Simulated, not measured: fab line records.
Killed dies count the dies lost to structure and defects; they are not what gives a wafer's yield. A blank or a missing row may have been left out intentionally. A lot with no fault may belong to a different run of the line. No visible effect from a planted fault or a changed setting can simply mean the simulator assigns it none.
Which of the tools did it? | flow nand-harc | 12 lots with 36 wafers sampled at 6 steps, on a route of 1159 steps

## WHAT THE GAUGES READ, wafer by wafer
NHARC_P_GATE_CD_MEAS_91: the cd target is 2000 nm.
lot  | measured     | on        | cd-nm (nm)
L824 | day 5 11:58  | cd-sem-01 | 2001.4 2001.4 2000.7
L825 | day 5 12:35  | cd-sem-02 | 1999.8 1996.1 1996.3
L827 | day 6 03:34  | cd-sem-01 | 2001.8 2000.8 2000.0
L828 | day 6 04:04  | cd-sem-01 | 1998.6 2001.9 1998.0
L826 | day 6 08:14  | cd-sem-01 | 1997.5 2001.4 2000.1
L830 | day 6 18:07  | cd-sem-03 | 1873.4 1875.4 1877.0 1873.4 1875.2 1876.7
L841 | day 9 09:40  | cd-sem-01 | 2001.0 2003.1 2001.3
L840 | day 9 09:57  | cd-sem-01 | 1996.4 1996.2 1996.7
L843 | day 10 03:06 | cd-sem-02 | 1998.3 1999.0 1998.1
L842 | day 10 03:19 | cd-sem-01 | 2000.4 1998.8 1996.1
L844 | day 10 08:07 | cd-sem-01 | 1997.8 1998.6 1998.7
L847 | day 11 02:59 | cd-sem-01 | 1998.0 1996.0 1997.9

NHARC_END_SORT_01.
lot  | measured     | on        | defect-limited-yield (%) | killed-at-array | killed-at-other | killed-at-periphery | killed-dies | killed-open | killed-short | sort_bin_2_pct (%) | sort_bin_3_pct (%) | sort_bin_4_pct (%) | sort-n-pass | sort-rim-yield-pct (%) | sort-yield-pct (%)
L824 | day 20 10:50 | prober-01 | 98.2 97.2 97.2           | 10 11 14        | 0 0 1           | 2 8 4               | 12 19 19    | 1 4 5       | 0 5 1        | 0.3 0.9 0.4        | 0.15 0.15 0        | 1.3 1.8 2.4        | 665 658 658 | 99.1 98.1 97.2         | 98.2 97.2 97.2
L825 | day 19 19:05 | prober-02 | 96.3 95.6 96.3           | 23 27 24        | 0 1 0           | 2 2 1               | 25 30 25    | 4 5 2       | 2 2 3        | 0.7 1.0 1.5        | 0 0.15 0.30        | 3.0 3.2 1.9        | 652 647 652 | 97.2 96.2 92.5         | 96.3 95.6 96.3
L827 | day 20 03:46 | prober-02 | 94.5 96.9 95.6           | 31 18 26        | 0 0 0           | 6 3 4               | 37 21 30    | 7 2 5       | 4 1 2        | 2.4 1.3 1.3        | 0.15 0.15 0.30     | 3.0 1.6 2.8        | 640 656 647 | 96.2 99.1 97.2         | 94.5 96.9 95.6
L828 | day 19 19:56 | prober-01 | 96.0 93.8 95.1           | 25 40 32        | 1 1 0           | 1 1 1               | 27 42 33    | 1 3 2       | 0 1 1        | 1.6 1.6 1.3        | 0 0.30 0.59        | 2.4 4.3 3.0        | 650 635 644 | 98.1 96.2 91.5         | 96.0 93.8 95.1
L826 | day 20 11:32 | prober-02 | 97.0 97.3 96.8           | 13 14 22        | 0 0 0           | 7 4 0               | 20 18 22    | 4 2 1       | 2 1 4        | 1.0 0.6 0.9        | 0.15 0.15 0.44     | 1.8 1.9 1.9        | 657 659 655 | 97.2 95.3 93.4         | 97.0 97.3 96.8
L841 | day 23 15:24 | prober-02 | 94.7 96.2 94.2           | 32 25 36        | 0 0 1           | 4 1 2               | 36 26 39    | 5 3 4       | 3 2 1        | 1.9 1.3 2.5        | 0.15 0.30 0.30     | 3.2 2.2 3.0        | 641 651 638 | 95.3 95.3 94.3         | 94.7 96.2 94.2
L840 | day 22 18:40 | prober-02 | 92.2 93.5 94.8           | 49 38 33        | 2 2 0           | 2 4 2               | 53 44 35    | 2 4 3       | 4 3 1        | 1.5 2.4 1.6        | 0.15 0.59 0.15     | 6.2 3.5 3.4        | 624 633 642 | 95.3 97.2 94.3         | 92.2 93.5 94.8
L843 | day 23 23:07 | prober-02 | 92.5 93.1 91.4           | 48 46 51        | 1 0 2           | 2 1 5               | 51 47 58    | 5 4 8       | 3 4 0        | 2.5 2.4 2.8        | 0.59 0.30 0.59     | 4.4 4.3 5.2        | 626 630 619 | 89.6 88.7 89.6         | 92.5 93.1 91.4
L842 | day 23 21:23 | prober-01 | 96.5 96.0 96.9           | 24 21 17        | 0 1 0           | 0 5 4               | 24 27 21    | 4 11 6      | 2 0 1        | 0.6 0.9 0.9        | 0.30 0 0.15        | 2.7 3.1 2.1        | 653 650 656 | 97.2 98.1 96.2         | 96.5 96.0 96.9
L844 | day 24 15:02 | prober-02 | 91.0 93.1 91.6           | 54 38 48        | 0 2 0           | 7 7 9               | 61 47 57    | 5 4 3       | 2 2 3        | 2.7 3.0 2.8        | 0.44 0.30 0.30     | 5.9 3.7 5.3        | 616 630 620 | 92.5 88.7 90.6         | 91.0 93.1 91.6
L847 | day 25 15:06 | prober-02 | 95.9 95.0 95.7           | 23 27 21        | 2 0 1           | 3 7 7               | 28 34 29    | 1 5 6       | 1 2 1        | 0.6 1.3 1.6        | 0.30 0.15 0        | 3.2 3.5 2.7        | 649 643 648 | 96.2 93.4 98.1         | 95.9 95.0 95.7

## WHICH TOOL RAN EACH LOT (tool, then ch and the chambers of the sampled wafers, then the start)
lot  | NHARC_P_GATE_STRIP_75                | NHARC_P_GATE_EXPOSE_88            | NHARC_P_GATE_STRIP_113               | NHARC_P_GATE_STRIP_95
L824 | plasma-asher-02 ch 0,1, day 5 09:14  | krf-scanner-01 ch 0, day 5 11:49  | plasma-asher-01 ch 0,1, day 5 12:32  | plasma-asher-01 ch 0,1, day 5 13:14
L825 | plasma-asher-02 ch 0,1, day 5 09:36  | krf-scanner-01 ch 0, day 5 12:26  | plasma-asher-02 ch 0,1, day 5 13:16  | plasma-asher-02 ch 0,1, day 5 13:52
L827 | plasma-asher-02 ch 0,1, day 6 01:05  | krf-scanner-01 ch 0, day 6 03:25  | plasma-asher-02 ch 0,1, day 6 04:06  | plasma-asher-02 ch 0,1, day 6 04:49
L828 | plasma-asher-01 ch 0,1, day 6 01:26  | krf-scanner-02 ch 0, day 6 03:55  | plasma-asher-01 ch 0,1, day 6 04:56  | plasma-asher-01 ch 0,1, day 6 05:32
L826 | plasma-asher-02 ch 0,1, day 6 05:37  | krf-scanner-02 ch 0, day 6 08:05  | plasma-asher-02 ch 0,1, day 6 09:04  | plasma-asher-02 ch 0,1, day 6 09:41
L830 | plasma-asher-01 ch 0,1, day 6 15:29  | krf-scanner-01 ch 0, day 6 17:58  | -                                    | -
L841 | plasma-asher-01 ch 0,1, day 9 07:01  | krf-scanner-01 ch 0, day 9 09:31  | plasma-asher-01 ch 0,1, day 9 10:19  | plasma-asher-01 ch 0,1, day 9 10:56
L840 | plasma-asher-02 ch 0,1, day 9 07:19  | krf-scanner-04 ch 0, day 9 09:47  | plasma-asher-02 ch 0,1, day 9 10:37  | plasma-asher-02 ch 0,1, day 9 11:14
L843 | plasma-asher-02 ch 0,1, day 10 00:35 | krf-scanner-01 ch 0, day 10 02:56 | plasma-asher-01 ch 1, day 10 03:46   | plasma-asher-01 ch 1, day 10 04:22
L842 | plasma-asher-01 ch 0,1, day 10 00:47 | krf-scanner-01 ch 0, day 10 03:10 | plasma-asher-02 ch 0,1, day 10 04:07 | plasma-asher-02 ch 0,1, day 10 04:37
L844 | plasma-asher-01 ch 0,1, day 10 05:35 | krf-scanner-01 ch 0, day 10 07:58 | plasma-asher-01 ch 0,1, day 10 08:41 | plasma-asher-01 ch 0,1, day 10 09:24
L847 | plasma-asher-01 ch 0,1, day 11 00:26 | krf-scanner-04 ch 0, day 11 02:50 | plasma-asher-01 ch 0,1, day 11 03:45 | plasma-asher-01 ch 0,1, day 11 04:15
- NHARC_P_GATE_STRIP_75: strips in O2.
- NHARC_P_GATE_EXPOSE_88: exposes mask P HVN, target cd 2000 nm.
- NHARC_P_GATE_STRIP_113: strips in N2/H2, time 740 s.
- NHARC_P_GATE_STRIP_95: strips in O2.

## WHAT THE TOOLS THEMSELVES READ (means of the sampled wafers that have a number; where no wafer has one, the mark that the record gives instead)
NHARC_P_GATE_STRIP_75.
lot  | tool            | drypump-motor-current-A (A) | heater-power-w (W)
L824 | plasma-asher-02 | 5.75                        | 355
L825 | plasma-asher-02 | 5.72                        | 353
L827 | plasma-asher-02 | 5.74                        | 365
L828 | plasma-asher-01 | 5.56                        | 316
L826 | plasma-asher-02 | 5.72                        | 358
L830 | plasma-asher-01 | 5.56                        | 311
L841 | plasma-asher-01 | 5.58                        | 311
L840 | plasma-asher-02 | 5.74                        | 344
L843 | plasma-asher-02 | 5.74                        | 346
L842 | plasma-asher-01 | 5.73                        | 310
L844 | plasma-asher-01 | 5.55                        | 312
L847 | plasma-asher-01 | 5.75                        | 307

NHARC_P_GATE_EXPOSE_88.
lot  | tool           | exposure-dose-mJ-cm2 | reticle-temp-C (C)
L824 | krf-scanner-01 | 11.860               | 23.00
L825 | krf-scanner-01 | 11.847               | 23.01
L827 | krf-scanner-01 | 11.869               | 23.06
L828 | krf-scanner-02 | 11.866               | 22.97
L826 | krf-scanner-02 | 11.865               | 23.16
L830 | krf-scanner-01 | 11.880               | 23.22
L841 | krf-scanner-01 | 11.878               | 22.97
L840 | krf-scanner-04 | 11.884               | 23.00
L843 | krf-scanner-01 | 11.874               | 22.97
L842 | krf-scanner-01 | 11.862               | 22.88
L844 | krf-scanner-01 | 11.891               | 22.93
L847 | krf-scanner-04 | 11.879               | 22.96

NHARC_P_GATE_STRIP_113.
lot  | tool            | drypump-motor-current-A (A) | heater-power-w (W)
L824 | plasma-asher-01 | 5.77                        | 83
L825 | plasma-asher-02 | 5.73                        | 96
L827 | plasma-asher-02 | 5.74                        | 97
L828 | plasma-asher-01 | 5.76                        | 82
L826 | plasma-asher-02 | 5.74                        | 97
L841 | plasma-asher-01 | 5.73                        | 83
L840 | plasma-asher-02 | 5.73                        | 89
L843 | plasma-asher-01 | 5.92                        | 80
L842 | plasma-asher-02 | 5.71                        | 90
L844 | plasma-asher-01 | 5.57                        | 84
L847 | plasma-asher-01 | 5.60                        | 83

NHARC_P_GATE_STRIP_95.
lot  | tool            | drypump-motor-current-A (A) | heater-power-w (W)
L824 | plasma-asher-01 | 5.72                        | 307
L825 | plasma-asher-02 | 5.73                        | 366
L827 | plasma-asher-02 | 5.75                        | 347
L828 | plasma-asher-01 | 5.74                        | 306
L826 | plasma-asher-02 | 5.73                        | 361
L841 | plasma-asher-01 | 5.75                        | 312
L840 | plasma-asher-02 | 5.74                        | 338
L843 | plasma-asher-01 | 5.95                        | 306
L842 | plasma-asher-02 | 5.74                        | 339
L844 | plasma-asher-01 | 5.58                        | 311
L847 | plasma-asher-01 | 5.55                        | 309

## THE ANSWER, worked out from the rows above alone
Rule: the usual values come from the lots themselves. Put in order of their means at a reading, lots are off if they are a third of the lots or fewer, leave a main group of 4 or more, and stand apart from it by a gap of 3 or more times the standard deviation of the main group's means; of several such gaps the widest counts. The tables above print the reading to a certain number of digits; a main group whose means all agree to those digits is not used. Also off: a lot with no number at a reading for which 4 or more lots have one. The other lots that the step has rows for count as sound. Order of review: gauges by route order, followed by the tools' own readings, for which a lot's mean as printed above is used. The first step at which some lot is off is used, and at that step the reading that is off furthest; a lot without a number counts as furthest.
Off, at NHARC_P_GATE_CD_MEAS_91 on cd-nm: L830. For the main group the mean is 1999.0 nm and the standard deviation 1.6.
A tool fits if, at a process step before that reading, it ran every lot that is off, and no sound lot after the first of them. Not tried: the gauges at NHARC_P_GATE_CD_MEAS_91; whatever is off there is also off at NHARC_P_GATE_STRIP_75, on other tools, and gauge error can't account for it. None of those tried fits.

## WHAT THE SIMULATOR PUT IN
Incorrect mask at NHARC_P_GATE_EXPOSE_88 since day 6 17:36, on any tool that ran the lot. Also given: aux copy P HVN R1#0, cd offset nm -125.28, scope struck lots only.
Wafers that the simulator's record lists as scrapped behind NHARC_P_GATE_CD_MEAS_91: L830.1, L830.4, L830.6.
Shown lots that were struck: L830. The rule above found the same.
